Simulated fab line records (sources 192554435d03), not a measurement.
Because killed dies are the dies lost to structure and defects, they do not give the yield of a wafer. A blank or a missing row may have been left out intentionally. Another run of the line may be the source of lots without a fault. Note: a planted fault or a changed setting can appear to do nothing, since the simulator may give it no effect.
What tool caused it? :: flow n5_finfet :: 29 wafers from 11 lots sampled at 3 of the route's 1938 steps

WHAT EACH GAUGE READ, for each wafer
N5_BEOL_M5_CD_MEAS_28: target cd 30.6 nm, target cd y 20 nm.
lot: L208
measured: day 7 18:43
on: cd_sem-02
cd_nm (nm): 30.79 30.60 30.02

lot: L209
measured: day 8 10:15
on: cd_sem-01
cd_nm (nm): 30.70 30.58 30.82

lot: L212
measured: day 9 06:11
on: cd_sem-02
cd_nm (nm): 30.21 29.98 29.95

lot: L215
measured: day 9 14:11
on: cd_sem-03
cd_nm (nm): 30.83 30.56 30.74

lot: L218
measured: day 10 10:36
on: cd_sem-01
cd_nm (nm): 30.81 30.57 30.67

lot: L217
measured: day 10 10:44
on: cd_sem-02
cd_nm (nm): 31.01 31.01

lot: L219
measured: day 10 15:46
on: cd_sem-03
cd_nm (nm): 30.70 30.51

lot: L226
measured: day 12 15:04
on: cd_sem-03
cd_nm (nm): 30.93 30.75

lot: L227
measured: day 12 20:34
on: cd_sem-03
cd_nm (nm): 30.99 30.23 30.54

lot: L229
measured: day 13 15:40
on: cd_sem-01
cd_nm (nm): 30.46 30.45

lot: L230
measured: day 13 22:04
on: cd_sem-03
cd_nm (nm): 31.06 30.44 30.17

WHAT TOOL EACH LOT RAN ON (gives the tool, then ch and the chambers of the sampled wafers, and finally the start)
lot: L208
N5_BEOL_M5_ETCH_72: rie_diel-04 ch 0,2,3, day 7 17:50
N5_BEOL_M5_EXPOSE_25: euv_scanner-01 ch 0, day 7 18:35

lot: L209
N5_BEOL_M5_ETCH_72: rie_diel-04 ch 0,1,2, day 8 09:25
N5_BEOL_M5_EXPOSE_25: euv_scanner-01 ch 0, day 8 10:07

lot: L212
N5_BEOL_M5_ETCH_72: rie_diel-05 ch 0,1, day 9 04:38
N5_BEOL_M5_EXPOSE_25: euv_scanner-01 ch 0, day 9 06:03

lot: L215
N5_BEOL_M5_ETCH_72: rie_diel-05 ch 1,2, day 9 13:14
N5_BEOL_M5_EXPOSE_25: euv_scanner-01 ch 0, day 9 14:03

lot: L218
N5_BEOL_M5_ETCH_72: rie_diel-03 ch 0,2,3, day 10 09:43
N5_BEOL_M5_EXPOSE_25: euv_scanner-02 ch 0, day 10 10:28

lot: L217
N5_BEOL_M5_ETCH_72: rie_diel-05 ch 2,3, day 10 09:56
N5_BEOL_M5_EXPOSE_25: euv_scanner-02 ch 0, day 10 10:35

lot: L219
N5_BEOL_M5_ETCH_72: rie_diel-05 ch 0,3, day 10 13:01
N5_BEOL_M5_EXPOSE_25: euv_scanner-02 ch 0, day 10 15:40

lot: L226
N5_BEOL_M5_ETCH_72: rie_diel-03 ch 1,2, day 12 12:48
N5_BEOL_M5_EXPOSE_25: euv_scanner-02 ch 0, day 12 14:55

lot: L227
N5_BEOL_M5_ETCH_72: rie_diel-03 ch 2,3, day 12 16:33
N5_BEOL_M5_EXPOSE_25: euv_scanner-02 ch 0, day 12 20:26

lot: L229
N5_BEOL_M5_ETCH_72: rie_diel-03 ch 0,1, day 13 14:49
N5_BEOL_M5_EXPOSE_25: euv_scanner-02 ch 0, day 13 15:31

lot: L230
N5_BEOL_M5_ETCH_72: rie_diel-03 ch 0,1,2, day 13 21:06
N5_BEOL_M5_EXPOSE_25: euv_scanner-02 ch 0, day 13 21:56
- N5_BEOL_M5_ETCH_72: etches underlayer in N2/H2, target depth 6.5 nm, time 5.2 s.
- N5_BEOL_M5_EXPOSE_25: exposes mask V4, defocus 10 nm.

WHAT THE TOOLS THEMSELVES READ (means of the sampled wafers that have a number; where no wafer has one, the mark that the record gives instead)
N5_BEOL_M5_ETCH_72.
lot: L208
tool: rie_diel-04
drypump_motor_current_A (A): 5.8
etch_rf_on_time_s (s): 5.11
oes_product_au (a.u.): 0.63
rf_vpp_V (V): 522.9
showerhead_plenum_p_Torr (Torr): 2.46
throttle_valve_pct (%): 17.9

lot: L209
tool: rie_diel-04
drypump_motor_current_A (A): 5.5
etch_rf_on_time_s (s): 5.17
oes_product_au (a.u.): 0.61
rf_vpp_V (V): 521.1
showerhead_plenum_p_Torr (Torr): 2.45
throttle_valve_pct (%): 18.0

lot: L212
tool: rie_diel-05
drypump_motor_current_A (A): 5.6
etch_rf_on_time_s (s): 5.26
oes_product_au (a.u.): 0.70
rf_vpp_V (V): 524.5
showerhead_plenum_p_Torr (Torr): 2.52
throttle_valve_pct (%): 17.5

lot: L215
tool: rie_diel-05
drypump_motor_current_A (A): 5.8
etch_rf_on_time_s (s): 5.43
oes_product_au (a.u.): 0.57
rf_vpp_V (V): 521.8
showerhead_plenum_p_Torr (Torr): 2.47
throttle_valve_pct (%): 17.8

lot: L218
tool: rie_diel-03
drypump_motor_current_A (A): 5.9
etch_rf_on_time_s (s): 5.12
oes_product_au (a.u.): 0.77
rf_vpp_V (V): 524.0
showerhead_plenum_p_Torr (Torr): 2.53
throttle_valve_pct (%): 17.7

lot: L217
tool: rie_diel-05
drypump_motor_current_A (A): 5.3
etch_rf_on_time_s (s): 5.06
oes_product_au (a.u.): 0.70
rf_vpp_V (V): 524.6
showerhead_plenum_p_Torr (Torr): 2.54
throttle_valve_pct (%): 17.2

lot: L219
tool: rie_diel-05
drypump_motor_current_A (A): 5.2
etch_rf_on_time_s (s): 5.13
oes_product_au (a.u.): 0.78
rf_vpp_V (V): 523.9
showerhead_plenum_p_Torr (Torr): 2.53
throttle_valve_pct (%): 17.1

lot: L226
tool: rie_diel-03
drypump_motor_current_A (A): 5.8
etch_rf_on_time_s (s): 5.25
oes_product_au (a.u.): 0.66
rf_vpp_V (V): 526.7
showerhead_plenum_p_Torr (Torr): 2.65
throttle_valve_pct (%): 17.9

lot: L227
tool: rie_diel-03
drypump_motor_current_A (A): 5.8
etch_rf_on_time_s (s): 5.03
oes_product_au (a.u.): 0.72
rf_vpp_V (V): 524.4
showerhead_plenum_p_Torr (Torr): 2.53
throttle_valve_pct (%): 17.8

lot: L229
tool: rie_diel-03
drypump_motor_current_A (A): 5.3
etch_rf_on_time_s (s): 5.04
oes_product_au (a.u.): 0.75
rf_vpp_V (V): 524.9
showerhead_plenum_p_Torr (Torr): 2.58
throttle_valve_pct (%): 17.9

lot: L230
tool: rie_diel-03
drypump_motor_current_A (A): 5.7
etch_rf_on_time_s (s): 5.13
oes_product_au (a.u.): 0.70
rf_vpp_V (V): 525.8
showerhead_plenum_p_Torr (Torr): 2.59
throttle_valve_pct (%): 17.9

N5_BEOL_M5_EXPOSE_25.
lot: L208
tool: euv_scanner-01
exposure_dose_mJ_cm2: 52.73

lot: L209
tool: euv_scanner-01
exposure_dose_mJ_cm2: 52.74

lot: L212
tool: euv_scanner-01
exposure_dose_mJ_cm2: 52.02

lot: L215
tool: euv_scanner-01
exposure_dose_mJ_cm2: 52.17

lot: L218
tool: euv_scanner-02
exposure_dose_mJ_cm2: 52.63

lot: L217
tool: euv_scanner-02
exposure_dose_mJ_cm2: 52.59

lot: L219
tool: euv_scanner-02
exposure_dose_mJ_cm2: 52.70

lot: L226
tool: euv_scanner-02
exposure_dose_mJ_cm2: 52.64

lot: L227
tool: euv_scanner-02
exposure_dose_mJ_cm2: 52.68

lot: L229
tool: euv_scanner-02
exposure_dose_mJ_cm2: 52.69

lot: L230
tool: euv_scanner-02
exposure_dose_mJ_cm2: 52.67

THE ANSWER, worked out from the rows above alone
Rule: what is usual is taken from the lots themselves. The widest of any qualifying gaps counts: lots, ordered by their means at a reading, are off when they make up no more than a third of the lots, leave a main group of 4 or more, and stand apart from it by 3 or more times the standard deviation of that group's means. A main group is skipped when, at the precision printed for the reading in the tables above, its means are all equal. Also off: a lot with no number at a reading for which 4 or more lots have one. All remaining lots with rows at the step are treated as sound. First the gauges in route order, then the tools' own readings, where a lot's mean is used as printed above. At the first step where some lot is off, the reading lying furthest off is the one used; lots without a number count as furthest.
Off: L212, L215, at N5_BEOL_M5_EXPOSE_25 (exposure_dose_mJ_cm2). The main group has a mean of 52.67 with a standard deviation of 0.045.
If a tool, at that step or one of the process steps before it, ran each lot that is off and ran no sound lot following the first of them, it fits. One fits: euv_scanner-01 at N5_BEOL_M5_EXPOSE_25. Its last sound lot is L209 (day 8 10:07), its first lot that is off L212 (day 9 06:03): a fault that began between those two fits.
The tool's own readings at N5_BEOL_M5_EXPOSE_25 bear it out: on the lots that are off they differ by more than 5 times the standard deviation of the sound lots' means. exposure_dose_mJ_cm2 reads 52.09 there against 52.67 on the sound lots.

WHAT THE SIMULATOR PUT IN
Process parameter drift: euv_scanner-01, from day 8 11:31 on, at N5_BEOL_M5_EXPOSE_25. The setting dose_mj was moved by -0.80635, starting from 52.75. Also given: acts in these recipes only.
Struck lots among those shown: L212, L215. This agrees with what the rule above found.
